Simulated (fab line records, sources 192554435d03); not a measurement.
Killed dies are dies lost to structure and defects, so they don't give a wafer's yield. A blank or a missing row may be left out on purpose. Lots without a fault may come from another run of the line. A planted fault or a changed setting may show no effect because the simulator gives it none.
One fault seen from 3 desks | flow n5_finfet | each desk has only its own numbers; what lay behind them comes last

THE TOOL OWNER'S DESK: ald_sin-02
The tool's own readings at N5_BEOL_M1_ALD_98 (deposits SiO2, target thk 2.5 nm, pulse time 1 s, co reactant pulse time 1 s): means of the sampled wafers that have a number, for each lot that ran on this tool. A lot is out of limits, marked OUT, if its mean lies more than 4 standard deviations from the usual mean; the brackets give that distance.
Columns: A = heater_power_w at N5_BEOL_M1_ALD_98, usual 77 W; B = precursor_pulse_height_rel at N5_BEOL_M1_ALD_98, usual 0.996
lot  | first seen here | A  | B
L275 | day 8 11:46     | 73 | 0.986
L277 | day 9 01:07     | 74 | 1.006
L289 | day 11 15:56    | 72 | 0.992
This desk's finding: nothing out of limits on any of the 3 lots.

THE DEFECT DESK
What the inspections along the route counted, lot by lot: means of the sampled wafers that have a number. A lot is out of limits, marked OUT, if its mean lies more than 4 standard deviations from the usual mean; the brackets give that distance.
Columns: A = raw_defect_count at N5_BEOL_M1_INSPECT_30, usual 436
lot  | first seen here | A
L268 | day 6 11:21     | 310
L275 | day 8 10:55     | 462
L277 | day 9 00:53     | 473
L283 | day 10 08:43    | 630
L289 | day 11 15:23    | 521
L290 | day 12 05:10    | 413
This desk's finding: nothing out of limits on any of the 6 lots.

THE METROLOGY DESK
What the gauges read, lot by lot, whatever tool the lot ran on: means of the sampled wafers that have a number. A lot is out of limits, marked OUT, if its mean lies more than 4 standard deviations from the usual mean; the brackets give that distance. Of its 12 readings 7 are shown: those that lie furthest out on some lot.
Columns: A = DIBL_N at N5_BEOL_M4_RC_MEAS_101, usual 36.0 mV/V; B = IOFF_N at N5_BEOL_M4_RC_MEAS_101, usual 0.15 nA/um; C = IOFF_P at N5_BEOL_M4_RC_MEAS_101, usual 0.19 nA/um; D = ION_N at N5_BEOL_M4_RC_MEAS_101, usual 668 uA/um; E = ION_P at N5_BEOL_M4_RC_MEAS_101, usual 455 uA/um; F = VT_N at N5_BEOL_M4_RC_MEAS_101, usual 251 mV; G = VT_P at N5_BEOL_M4_RC_MEAS_101, usual -253 mV
lot  | first seen here | A    | B    | C    | D   | E   | F   | G
L268 | day 6 11:16     | 37.4 | 0.15 | 0.18 | 668 | 449 | 251 | -254
L275 | day 8 10:50     | 34.1 | 0.13 | 0.18 | 660 | 457 | 255 | -250
L277 | day 9 00:48     | 35.3 | 0.15 | 0.19 | 670 | 458 | 249 | -251
L283 | day 10 08:37    | 34.6 | 0.14 | 0.20 | 668 | 459 | 250 | -251
L289 | day 11 15:17    | 31.9 | 0.10 | 0.13 | 649 | 438 | 258 | -262
L290 | day 12 05:05    | 35.7 | 0.14 | 0.19 | 665 | 455 | 252 | -250
This desk's finding: nothing out of limits on any of the 6 lots.

PUT TOGETHER
The tool owner's desk saw nothing out of limits.
The defect desk saw nothing out of limits.
The metrology desk saw nothing out of limits.

WHAT THE SIMULATOR HAD PUT IN
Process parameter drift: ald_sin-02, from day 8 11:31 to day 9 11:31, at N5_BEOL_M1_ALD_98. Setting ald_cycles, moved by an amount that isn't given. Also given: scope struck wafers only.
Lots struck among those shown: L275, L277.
